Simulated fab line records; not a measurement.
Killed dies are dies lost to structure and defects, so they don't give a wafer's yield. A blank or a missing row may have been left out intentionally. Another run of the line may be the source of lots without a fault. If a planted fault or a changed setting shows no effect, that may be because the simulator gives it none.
Matching of chambers	flow nandHarc	NHARC_A_CONTACT_DEP_24 on pecvd-02 has 3 sister chambers
The step deposits SiO2, target thk 500 nm. 6 wafers are shown with their chamber, then 7 later ones without.

== WAFERS, EACH WITH ITS CHAMBER ==
wafer	chamber	throttleValvePct (%)	heaterPowerW (W)
L077.4	1	15.5	622
L079.1	2	16.6	471
L086.4	0	16.9	439
L086.6	1	15.5	574
L087.1	2	16.7	592
L087.2	0	16.1	460

== WAFERS WITH NO CHAMBER GIVEN ==
wafer	throttleValvePct (%)	heaterPowerW (W)
L087.3	15.7	618
L092.2	15.5	591
L092.3	16.4	477
L092.4	16.9	610
L094.1	15.5	556
L094.5	16.5	610
L094.6	15.7	572

== WHICH CHAMBER EACH ONE RAN IN ==
wafer	from the rows above	in truth
L087.3	1	1
L092.2	1	1
L092.3	can't be placed: 0 or 2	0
L092.4	can't be placed: 2 or 0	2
L094.1	1	1
L094.5	can't be placed: 2 or 0 or 1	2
L094.6	1	1
Correct placement for 4 of the 7. Can't be placed from these rows: 3 (the true chamber is among the candidates in 3). 0 placed wrongly.
How it was worked out, from the rows above alone: a wafer's distance from a chamber is the root of the sum, over the readings, of the square of ((its reading less the chamber's mean) divided by the reading's scatter). The wafer belongs to the nearest chamber; if the next one is less than 2 further off, it can't be placed. For every chamber, the mean is computed from those of its wafers that are shown. How the scatter is found: for the shown wafers, subtract from each reading the mean of its chamber, square and add these, divide the total by (wafers less chambers), then take the root.
